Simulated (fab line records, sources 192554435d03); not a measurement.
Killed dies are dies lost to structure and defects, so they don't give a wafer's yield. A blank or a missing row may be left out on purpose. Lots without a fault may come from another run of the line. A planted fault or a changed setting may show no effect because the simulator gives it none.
fab line records | flow n5_finfet
record lots=7 wafers=39
route steps=1938 shown FIN_SAQP@138 SD_EPI_N@278 MOL_CONTACT_COAG@559 BEOL_M1@824 BEOL_M3@1000 BEOL_M4@1100 BEOL_M7@1329 BEOL_M10@1474 BEOL_M11@1539 BEOL_M14@1762 MIM_TOP_LITHO@1845 PASSIVATION@1936
start_h: hours from the record's first day to the start of the lot's first wafer shown | wait_h: hours since the lot's step before | " the same as in the row above | L1.1+2: a row that stands for several wafers | - no value, or no start given | * or withheld: withheld | < > ~ a bound
route shown NAME@n: a module of which the file shows steps, and the number in the route of the first | usual: mean/standard deviation of fault-free wafers | same: alike in all rows | chamber/n: place in a boat | sites: the reading at each site | _std_site: their standard deviation | _edge_site: outer sites' mean less inner sites' | radius_mm: how far each site lies from the wafer's centre | mask NAME#n: copy n | behind: the tool/chamber that last shaped the wafer | hold: why the lot was held/for how many hours/how that ended | device: the transistor (n, p or np) that didn't switch | end of line: the same wafers' tests at the end of the route | a step without rows: its recipe alone | killed: dies lost to structure and defects at the first sort, not the wafer's yield | map: a wafer's dies, x killed, . not, _ none there
set.NAME: the setting as run; set.NAME@STEP: as run at that earlier step | model.NAME: the simulator's own value behind a step, which no gauge read
lots whose settings were changed on purpose; a table a step, a row a wafer
## steps
# step N5_FIN_SAQP_SPACER2_ALD_28
# recipe material=SiO2 target_thk_a=81 temp_c=300 ald_precursor_family=BDEAS ald_co_reactant=O2-plasma pulse_time_s=1 purge_time_s=2 co_reactant_purge_time_s=2 pressure_torr=2
# step N5_SD_EPI_N_ETCH_45
# recipe chemistry=CH3F/O2 target=SiOCN target_depth_a=60 mask_material=SOC ion_energy_ev=60 bias_w=29 pressure_mtorr=15 source_w=410 Ar_flow_sccm=150 CH3F_flow_sccm=30 O2_flow_sccm=20
# step N5_MOL_CONTACT_COAG_ALD_27
# recipe material=SiOC target_thk_a=170 temp_c=400 ald_precursor_family=carbosiloxane ald_co_reactant=H2-plasma pulse_time_s=1.5 time_s=2720 purge_time_s=2 co_reactant_purge_time_s=2 ald_cycles=340 pressure_torr=2
# step N5_BEOL_M1_SPUTTER_90
# recipe material=Cu target_thk_a=45 temp_c=-20 chamber_pressure_pa=0.07 power_w=withheld time_s=8.29
# step N5_BEOL_M3_SPUTTER_86
# step N5_BEOL_M4_SPUTTER_96
# step N5_BEOL_M7_DEP_56
# recipe material=SiCN target_thk_a=100 temp_c=withheld precursor=3MS/NH3 pressure_torr=3 rf_w=202 time_s=17.5
# step N5_BEOL_M10_HM_DEP_02
# recipe material=TiN target_thk_a=200 temp_c=25 chamber_pressure_pa=0.49996
# step N5_BEOL_M11_PECVD_70
# recipe material=SiO2 target_thk_a=200 temp_c=400 precursor=TEOS/O2 pressure_torr=5.5 rf_w=450 teos_flow_sccm=53.8 gas=O2 flow_sccm=3000 time_s=22.7
# step N5_BEOL_M14_SPUTTER_43
# recipe material=TaN target_thk_a=150 temp_c=50 bias_v=168.6 power_w=15000 chamber_pressure_pa=0.12 time_s=24.19
# step N5_MIM_TOP_LITHO_DEVELOP_07
# recipe develop_time_s=60 rinse_liquid=diw dry=air_spin dev_temp_c=21
# step N5_PASSIVATION_PROBE_49
# usual sort_bin_4_leakage=0.00/0.01 sort_n_pass=1080/17 sort_yield_pct=91.5/1.5
# columns lot.wafer tool chamber start_h wait_h set.target_thk_a@FIN_SAQP_SPACER2_ALD_28 set.target_depth_a@SD_EPI_N_ETCH_45 set.ald_cycles@MOL_CONTACT_COAG_ALD_27 set.target_thk_a@BEOL_M1_SPUTTER_90 set.time_s@BEOL_M3_SPUTTER_86 set.target_thk_a@BEOL_M4_SPUTTER_96 set.target_thk_a@BEOL_M7_DEP_56 set.target_thk_a@BEOL_M10_HM_DEP_02 set.time_s@BEOL_M11_PECVD_70 set.target_thk_a@BEOL_M14_SPUTTER_43 set.develop_time_s@MIM_TOP_LITHO_DEVELOP_07 sort_bin_4_leakage[%] sort_n_pass sort_yield_pct[%]
L076.1 prober-01 - 255.69 0.0 81 60 340 66.67 8.29 45 100 200 16.43 150 29.92 0 1089 92.3
L076.2 prober-01 - 255.74 0.1 81 93.02 255 45 8.29 45 100 80.97 22.7 150 60 0 1102 93.4
L076.3 prober-01 - 255.79 0.1 81 60 255 66.67 8.29 45 117.7 200 22.7 150 60 0 1104 93.6
L076.4 prober-01 - 255.84 0.2 81 93.02 340 45 8.29 52.23 117.7 80.97 16.43 150 29.92 0 1094 92.7
L076.5 prober-01 - 255.89 0.2 81 93.02 255 66.67 8.29 52.23 117.7 80.97 16.43 150 60 0 1103 93.5
L076.6 prober-01 - 255.94 0.3 81 60 340 45 8.29 52.23 100 200 22.7 150 29.92 0 1087 92.1
L081.2 prober-02 - 297.66 0.1 81 60 340 45 8.29 45 100 200 22.7 150 60 0 1078 91.4
L081.3 prober-02 - 297.71 0.1 81 60 340 45 8.29 45 100 200 22.7 150 60 0 1080 91.5
L081.5 prober-02 - 297.81 0.2 81 60 340 45 8.29 45 100 200 22.7 150 60 0 1079 91.4
L083.1 prober-02 - 300.69 0.0 97.53 60 340 60.83 8.29 45 100 82.73 16.85 72.3 60 93.56 0 0
L083.2 prober-02 - 300.74 0.1 81 46.28 453 60.83 6.992 52.33 100 200 16.85 150 31.18 0 1097 93.0
L083.3 prober-02 - 300.79 0.1 97.53 60 340 45 6.992 45 61.11 200 22.7 150 60 91.36 17 1.4
L083.4 prober-02 - 300.84 0.2 81 60 453 45 8.29 52.33 61.11 82.73 16.85 150 31.18 0 1084 91.9
L083.5 prober-02 - 300.89 0.2 81 46.28 340 60.83 8.29 52.33 61.11 200 22.7 72.3 60 0 1092 92.5
L083.6 prober-02 - 300.94 0.3 97.53 46.28 453 45 6.992 45 100 82.73 22.7 72.3 31.18 92.97 4 0.3
L084.1 prober-02 - 305.11 0.0 81 60 392 45 8.29 45 100 130.6 22.7 150 60 0 1090 92.4
L084.2 prober-02 - 305.16 0.1 81 60 340 45 8.29 45 100 130.6 13.47 150 40.87 0 1042 88.3
L084.3 prober-02 - 305.21 0.1 81 80.11 340 45 8.29 45 144.3 130.6 13.47 229.1 40.87 0 1047 88.7
L084.4 prober-02 - 305.26 0.2 81 60 392 45 8.29 45 144.3 200 22.7 229.1 60 0 1066 90.3
L084.5 prober-02 - 305.31 0.2 81 80.11 392 45 8.29 45 100 200 13.47 229.1 60 0 1054 89.3
L084.6 prober-02 - 305.36 0.3 81 80.11 340 45 8.29 45 144.3 200 22.7 150 40.87 0 1081 91.6
L086.1 prober-01 - 327.45 0.0 81 60 208 67.22 11.14 45 100 200 22.7 175.8 60 0 1080 91.5
L086.2 prober-01 - 327.50 0.1 81 73.21 340 67.22 11.14 45 100 200 22.7 150 60 0 1079 91.4
L086.3 prober-01 - 327.55 0.1 93.76 73.21 208 45 8.29 45 100 200 22.7 150 25.12 41.95 585 49.6
L086.4 prober-01 - 327.60 0.2 93.76 60 340 67.22 8.29 45 100 200 22.7 150 25.12 70.17 262 22.2
L086.5 prober-01 - 327.65 0.2 93.76 73.21 340 45 11.14 45 100 200 22.7 175.8 25.12 76.53 181 15.3
L086.6 prober-01 - 327.70 0.3 81 60 208 45 8.29 45 100 200 22.7 175.8 60 0 1044 88.5
L090.1 prober-02 - 342.71 0.0 103.7 60 190 29.96 8.29 45 100 308.3 22.7 150 60 0.51 0 0
L090.2 prober-02 - 342.76 0.1 81 60 190 45 8.29 45 132.2 200 10.14 150 48.93 0 1085 91.9
L090.3 prober-02 - 342.81 0.1 81 60 340 45 8.29 45 100 200 22.7 150 60 0 1082 91.7
L090.4 prober-02 - 342.86 0.2 81 60 340 29.96 8.29 45 132.2 200 22.7 150 48.93 0 1093 92.6
L090.5 prober-02 - 342.91 0.2 103.7 60 190 45 8.29 45 100 308.3 10.14 150 48.93 0 0 0
L090.6 prober-02 - 342.96 0.3 103.7 60 340 29.96 8.29 45 132.2 308.3 10.14 150 60 0.51 0 0
L096.1 prober-02 - 388.73 0.0 81 60 340 45 8.29 45 100 200 30.08 63.36 60 0 1079 91.4
L096.2 prober-02 - 388.78 0.1 105.4 60 340 45 8.29 45 100 200 22.7 63.36 95.32 92.37 0 0
L096.3 prober-02 - 388.83 0.1 105.4 60 340 45 8.29 45 100 200 30.08 150 60 91.27 0 0
L096.4 prober-02 - 388.88 0.2 81 60 340 45 8.29 45 100 200 30.08 63.36 95.32 0 1082 91.7
L096.5 prober-02 - 388.93 0.2 105.4 60 340 45 8.29 45 100 200 22.7 150 60 93.05 0 0
L096.6 prober-02 - 388.98 0.3 81 60 340 45 8.29 45 100 200 22.7 150 95.32 0 1100 93.2
# killed by level:class
L076.1 HKMG_FIN:area_etch=8 BEOL_M0_SAQP:geometric_particle:open=7 BEOL_M2:geometric_particle:open=6 BEOL_M4:geometric_particle:open=6 FIN_SAQP:geometric_particle:open=5 STI_FIN_REVEAL:geometric_particle:open=5 MOL_CONTACT_COAG:geometric_particle:open=5 DUMMY_GATE:geometric_particle:open=4
L076.2 BEOL_M2:geometric_particle:open=8 DUMMY_GATE:geometric_particle:open=5 MOL_CONTACT_COAG:geometric_particle:open=5 BEOL_M1:geometric_particle:open=5 STI_FIN_REVEAL:geometric_particle:open=4 MOL_CONTACT_COAG:geometric_particle:short=4 BEOL_M4:geometric_particle:open=4 FIN_SAQP:geometric_particle:short=3
L076.3 MOL_CONTACT_COAG:geometric_particle:open=12 HKMG_FIN:area_etch=9 DUMMY_GATE:geometric_particle:open=6 BEOL_M1:geometric_particle:open=5 BEOL_M4:geometric_particle:open=5 STARTING-WAFER:geometric_particle:short=4 GATE_CUT:geometric_particle:open=3 BEOL_M1:geometric_particle:short=3
L076.4 GATE_CUT:geometric_particle:short=8 BEOL_M2:geometric_particle:open=7 MOL_CONTACT_COAG:geometric_particle:short=6 STARTING-WAFER:geometric_particle:short=6 MOL_CONTACT_COAG:geometric_particle:open=5 FIN_SAQP:geometric_particle:open=4 BEOL_M0_SAQP:geometric_particle:short=4 BEOL_M2:geometric_particle:short=4
L076.5 HKMG_FIN:area_etch=10 MOL_CONTACT_COAG:geometric_particle:open=9 FIN_SAQP:geometric_particle:open=4 FIN_SAQP:geometric_particle:short=4 STARTING-WAFER:geometric_particle:open=4 BEOL_M2:geometric_particle:open=4 BEOL_M3:geometric_particle:open=4 MIM_TOP_ETCH:geometric_particle:short=4
L076.6 BEOL_M2:geometric_particle:open=15 MOL_CONTACT_COAG:geometric_particle:open=9 DUMMY_GATE:geometric_particle:open=7 BEOL_M0_SAQP:geometric_particle:short=7 BEOL_M1:geometric_particle:open=7 ILD0:geometric_particle:short=6 STARTING-WAFER:geometric_particle:open=6 STI_FIN_REVEAL:geometric_particle:open=4
L081.2 BEOL_M3:geometric_particle:open=15 FIN_SAQP:geometric_particle:open=14 FIN_SAQP:geometric_particle:short=14 BEOL_M4:geometric_particle:open=12 MOL_CONTACT_COAG:geometric_particle:open=6 BEOL_M1:geometric_particle:open=6 MOL_CONTACT_COAG:geometric_particle:short=3 BEOL_M0_SAQP:geometric_particle:short=3
L081.3 FIN_SAQP:geometric_particle:open=15 BEOL_M3:geometric_particle:open=11 HKMG_FIN:area_etch=9 FIN_SAQP:geometric_particle:short=6 STI_FIN_REVEAL:geometric_particle:open=6 STARTING-WAFER:geometric_particle:open=6 BEOL_M1:geometric_particle:open=5 BEOL_M0_SAQP:geometric_particle:short=4
L081.5 MOL_CONTACT_COAG:geometric_particle:open=11 FIN_SAQP:geometric_particle:short=10 FIN_SAQP:geometric_particle:open=8 BEOL_M0_SAQP:geometric_particle:short=8 BEOL_M0_SAQP:geometric_particle:open=7 BEOL_M1:geometric_particle:open=7 STI_FIN_REVEAL:geometric_particle:open=6 BEOL_M3:geometric_particle:open=6
L083.1 DUMMY_GATE:geometric_particle:open=14 BEOL_M2:geometric_particle:open=8 FIN_SAQP:geometric_particle:short=6 MOL_CONTACT_COAG:geometric_particle:open=5 BEOL_M0_SAQP:geometric_particle:open=4 BEOL_M1:geometric_particle:open=4 BEOL_M3:geometric_particle:open=4 STI_FIN_REVEAL:geometric_particle:open=3
L083.2 MOL_CONTACT_COAG:geometric_particle:open=18 GATE_CUT:geometric_particle:short=9 BEOL_M0_SAQP:geometric_particle:short=6 MOL_CONTACT_COAG:geometric_particle:short=4 BEOL_M7:geometric_particle:open=4 STARTING-WAFER:geometric_particle:short=4 STI_FIN_REVEAL:geometric_particle:open=3 STARTING-WAFER:geometric_particle:open=3
L083.3 MOL_CONTACT_COAG:geometric_particle:open=11 BEOL_M0_SAQP:geometric_particle:open=8 FIN_SAQP:geometric_particle:open=6 STARTING-WAFER:geometric_particle:short=6 BEOL_M0_SAQP:geometric_particle:short=5 BEOL_M1:geometric_particle:open=4 BEOL_M3:geometric_particle:open=4 DUMMY_GATE:geometric_particle:short=3
L083.4 BEOL_M0_SAQP:geometric_particle:open=10 ILD0:geometric_particle:open=9 BEOL_M0_SAQP:geometric_particle:short=9 MOL_CONTACT_COAG:geometric_particle:open=8 DUMMY_GATE:geometric_particle:open=7 ILD0:geometric_particle:short=6 STARTING-WAFER:geometric_particle:open=5 STI_FIN_REVEAL:geometric_particle:short=3
L083.5 DUMMY_GATE:geometric_particle:open=10 MOL_CONTACT_COAG:geometric_particle:open=10 FIN_SAQP:geometric_particle:short=8 BEOL_M0_SAQP:geometric_particle:open=6 BEOL_M0_SAQP:geometric_particle:short=6 FIN_SAQP:geometric_particle:open=5 ILD0:geometric_particle:short=4 GATE_CUT:geometric_particle:short=3
L083.6 FIN_SAQP:geometric_particle:open=8 DUMMY_GATE:geometric_particle:open=8 GATE_CUT:geometric_particle:short=7 MOL_CONTACT_COAG:geometric_particle:open=5 BEOL_M1:geometric_particle:open=5 STI_FIN_REVEAL:geometric_particle:open=4 BEOL_M0_SAQP:geometric_particle:short=4 BEOL_M0_SAQP:geometric_particle:open=4
L084.1 FIN_SAQP:geometric_particle:open=12 BEOL_M1:geometric_particle:open=11 STI_FIN_REVEAL:geometric_particle:open=7 BEOL_M0_SAQP:geometric_particle:short=7 FIN_SAQP:geometric_particle:short=6 MOL_CONTACT_COAG:geometric_particle:open=4 BEOL_M0_SAQP:geometric_particle:open=4 BEOL_M2:geometric_particle:open=4
L084.2 FIN_SAQP:geometric_particle:open=20 BEOL_M2:geometric_particle:open=18 STI_FIN_REVEAL:geometric_particle:open=11 BEOL_M0_SAQP:geometric_particle:short=10 BEOL_M0_SAQP:geometric_particle:open=8 MOL_CONTACT_COAG:geometric_particle:open=7 BEOL_M1:geometric_particle:open=7 FIN_SAQP:geometric_particle:short=5
L084.3 FIN_SAQP:geometric_particle:open=24 BEOL_M1:geometric_particle:open=12 STI_FIN_REVEAL:geometric_particle:open=11 BEOL_M2:geometric_particle:open=9 FIN_SAQP:geometric_particle:short=7 STI_FIN_REVEAL:geometric_particle:short=7 BEOL_M0_SAQP:geometric_particle:open=7 GATE_CUT:geometric_particle:open=6
L084.4 BEOL_M0_SAQP:geometric_particle:open=14 BEOL_M0_SAQP:geometric_particle:short=13 BEOL_M4:geometric_particle:open=13 BEOL_M2:geometric_particle:open=10 FIN_SAQP:geometric_particle:open=9 MOL_CONTACT_COAG:geometric_particle:open=7 STI_FIN_REVEAL:geometric_particle:open=5 BEOL_M5:geometric_particle:open=5
L084.5 BEOL_M2:geometric_particle:open=22 FIN_SAQP:geometric_particle:open=20 FIN_SAQP:geometric_particle:short=14 BEOL_M0_SAQP:geometric_particle:open=8 BEOL_M1:geometric_particle:open=7 GATE_CUT:geometric_particle:short=7 STI_FIN_REVEAL:geometric_particle:open=6 DUMMY_GATE:geometric_particle:open=5
L084.6 BEOL_M2:geometric_particle:open=26 FIN_SAQP:geometric_particle:open=9 STI_FIN_REVEAL:geometric_particle:open=9 BEOL_M0_SAQP:geometric_particle:short=8 BEOL_M0_SAQP:geometric_particle:open=7 BEOL_M1:geometric_particle:open=5 MOL_CONTACT_COAG:geometric_particle:open=4 BEOL_M2:geometric_particle:short=3
L086.1 FIN_SAQP:geometric_particle:open=10 STI_FIN_REVEAL:geometric_particle:open=10 FIN_SAQP:geometric_particle:short=9 BEOL_M4:geometric_particle:open=8 MOL_CONTACT_COAG:geometric_particle:open=6 BEOL_M0_SAQP:geometric_particle:open=4 BEOL_M3:geometric_particle:open=4 BEOL_M4:geometric_particle:short=4
L086.2 FIN_SAQP:geometric_particle:open=12 STI_FIN_REVEAL:geometric_particle:open=11 FIN_SAQP:geometric_particle:short=9 BEOL_M2:geometric_particle:open=9 BEOL_M3:geometric_particle:open=6 BEOL_M0_SAQP:geometric_particle:short=5 GATE_CUT:geometric_particle:short=4 DUMMY_GATE:geometric_particle:open=3
L086.3 MOL_CONTACT_COAG:geometric_particle:open=10 BEOL_M3:geometric_particle:open=10 BEOL_M0_SAQP:geometric_particle:open=8 BEOL_M2:geometric_particle:open=6 BEOL_M1:geometric_particle:short=6 BEOL_M4:geometric_particle:open=6 FIN_SAQP:geometric_particle:open=5 STI_FIN_REVEAL:geometric_particle:short=4
L086.4 MOL_CONTACT_COAG:geometric_particle:open=12 STI_FIN_REVEAL:geometric_particle:open=11 FIN_SAQP:geometric_particle:open=7 BEOL_M0_SAQP:geometric_particle:open=6 DUMMY_GATE:geometric_particle:open=5 FIN_SAQP:geometric_particle:short=4 ILD0:geometric_particle:short=4 MOL_CONTACT_COAG:geometric_particle:short=4
L086.5 BEOL_M4:geometric_particle:open=11 STI_FIN_REVEAL:geometric_particle:open=10 FIN_SAQP:geometric_particle:short=9 BEOL_M0_SAQP:geometric_particle:open=8 BEOL_M3:geometric_particle:open=8 BEOL_M2:geometric_particle:open=7 FIN_SAQP:geometric_particle:open=5 GATE_CUT:geometric_particle:short=4
L086.6 FIN_SAQP:geometric_particle:open=16 MOL_CONTACT_COAG:geometric_particle:open=16 STI_FIN_REVEAL:geometric_particle:open=15 FIN_SAQP:geometric_particle:short=12 BEOL_M2:geometric_particle:open=9 BEOL_M3:geometric_particle:open=6 BEOL_M1:geometric_particle:short=5 STARTING-WAFER:geometric_particle:short=5
L090.1 BEOL_M10:area_open=1099 BEOL_M2:geometric_particle:open=9 STARTING-WAFER:geometric_particle:short=7 GATE_CUT:geometric_particle:short=7 STI_FIN_REVEAL:geometric_particle:open=6 MOL_CONTACT_COAG:geometric_particle:open=5 DUMMY_GATE:geometric_particle:open=4 FIN_SAQP:geometric_particle:short=3
L090.2 BEOL_M2:geometric_particle:open=10 MOL_CONTACT_COAG:geometric_particle:open=9 BEOL_M4:geometric_particle:open=8 FIN_SAQP:geometric_particle:open=7 DUMMY_GATE:geometric_particle:open=7 GATE_CUT:geometric_particle:short=6 STI_FIN_REVEAL:geometric_particle:open=5 FIN_SAQP:geometric_particle:short=4
L090.3 STI_FIN_REVEAL:geometric_particle:open=17 BEOL_M0:geometric_particle:short=8 BEOL_M3:geometric_particle:open=8 BEOL_M0_SAQP:geometric_particle:open=7 BEOL_M2:geometric_particle:open=7 GATE_CUT:geometric_particle:short=6 BEOL_M0_SAQP:geometric_particle:short=6 GATE_CUT:geometric_particle:open=4
L090.4 GATE_CUT:geometric_particle:short=11 BEOL_M4:geometric_particle:open=11 BEOL_M2:geometric_particle:open=10 GATE_CUT:geometric_particle:open=7 BEOL_M0_SAQP:geometric_particle:open=6 STI_FIN_REVEAL:geometric_particle:open=5 MOL_CONTACT_COAG:geometric_particle:open=4 BEOL_M0_SAQP:geometric_particle:short=4
L090.5 BEOL_M10:area_open=1102 BEOL_M2:geometric_particle:open=10 DUMMY_GATE:geometric_particle:open=9 FIN_SAQP:geometric_particle:open=6 BEOL_M3:geometric_particle:open=6 BEOL_M4:geometric_particle:open=6 DUMMY_GATE:geometric_particle:short=4 MOL_CONTACT_COAG:geometric_particle:open=4
L090.6 BEOL_M10:area_open=1094 BEOL_M2:geometric_particle:open=13 FIN_SAQP:geometric_particle:open=12 BEOL_M4:geometric_particle:open=6 FIN_SAQP:geometric_particle:short=4 DUMMY_GATE:geometric_particle:open=4 GATE_CUT:geometric_particle:short=4 BEOL_M7:geometric_particle:open=4
L096.1 BEOL_M0_SAQP:geometric_particle:open=18 STI_FIN_REVEAL:geometric_particle:open=7 BEOL_M0_SAQP:geometric_particle:short=7 HKMG_FIN:area_etch=7 FIN_SAQP:geometric_particle:short=5 BEOL_M4:geometric_particle:open=5 MOL_CONTACT_COAG:geometric_particle:open=4 STARTING-WAFER:geometric_particle:short=4
L096.2 STI_FIN_REVEAL:geometric_particle:open=8 BEOL_M1:geometric_particle:open=8 BEOL_M3:geometric_particle:open=6 BEOL_M4:geometric_particle:open=6 DUMMY_GATE:geometric_particle:open=5 BEOL_M0_SAQP:geometric_particle:open=5 STARTING-WAFER:geometric_particle:open=5 FIN_SAQP:geometric_particle:open=4
L096.3 MOL_CONTACT_COAG:geometric_particle:open=15 BEOL_M0_SAQP:geometric_particle:short=10 BEOL_M3:geometric_particle:open=10 GATE_CUT:geometric_particle:open=7 GATE_CUT:geometric_particle:short=7 BEOL_M1:geometric_particle:open=7 FIN_SAQP:geometric_particle:open=6 BEOL_M0_SAQP:geometric_particle:open=6
L096.4 BEOL_M2:geometric_particle:open=13 STI_FIN_REVEAL:geometric_particle:open=10 BEOL_M3:geometric_particle:open=7 GATE_CUT:geometric_particle:short=6 MOL_CONTACT_COAG:geometric_particle:open=6 BEOL_M0_SAQP:geometric_particle:open=6 BEOL_M4:geometric_particle:open=6 HKMG_FIN:area_etch=6
L096.5 FIN_SAQP:geometric_particle:short=8 STI_FIN_REVEAL:geometric_particle:open=7 GATE_CUT:geometric_particle:short=7 BEOL_M0_SAQP:geometric_particle:open=7 BEOL_M4:geometric_particle:open=6 MOL_CONTACT_COAG:geometric_particle:open=4 BEOL_M0:geometric_particle:open=4 BEOL_M1:geometric_particle:short=4
L096.6 BEOL_M0_SAQP:geometric_particle:open=9 BEOL_M0_SAQP:geometric_particle:short=8 BEOL_M2:geometric_particle:open=8 MOL_CONTACT_COAG:geometric_particle:open=6 FIN_SAQP:geometric_particle:short=5 GATE_CUT:geometric_particle:short=4 BEOL_M4:geometric_particle:open=4 BEOL_M1:geometric_particle:open=4
## key
split step=N5_FIN_SAQP_SPACER2_ALD_28 setting=target_thk_a stated_as=81
response step=N5_PASSIVATION_PROBE_49 reading=sort_yield_pct slope=-3.39 per=1% together_with=all explained=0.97
response step=N5_PASSIVATION_PROBE_49 reading=sort_n_pass slope=-40 per=1% together_with=all explained=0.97
response step=N5_PASSIVATION_PROBE_49 reading=sort_bin_4_leakage slope=+2.53 per=1% together_with=all explained=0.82
split step=N5_SD_EPI_N_ETCH_45 setting=target_depth_a stated_as=60
response none clear
split step=N5_MOL_CONTACT_COAG_ALD_27 setting=ald_cycles stated_as=340
response none clear
split step=N5_BEOL_M1_SPUTTER_90 setting=target_thk_a stated_as=45
response none clear
split step=N5_BEOL_M3_SPUTTER_86 setting=time_s stated_as=8.29
response none clear
split step=N5_BEOL_M4_SPUTTER_96 setting=target_thk_a stated_as=45
response none clear
split step=N5_BEOL_M7_DEP_56 setting=target_thk_a stated_as=100
response none clear
split step=N5_BEOL_M10_HM_DEP_02 setting=target_thk_a stated_as=200
response none clear
split step=N5_BEOL_M11_PECVD_70 setting=time_s stated_as=22.7
response none clear
split step=N5_BEOL_M14_SPUTTER_43 setting=target_thk_a stated_as=150
response none clear
split step=N5_MIM_TOP_LITHO_DEVELOP_07 setting=develop_time_s stated_as=60
response none clear
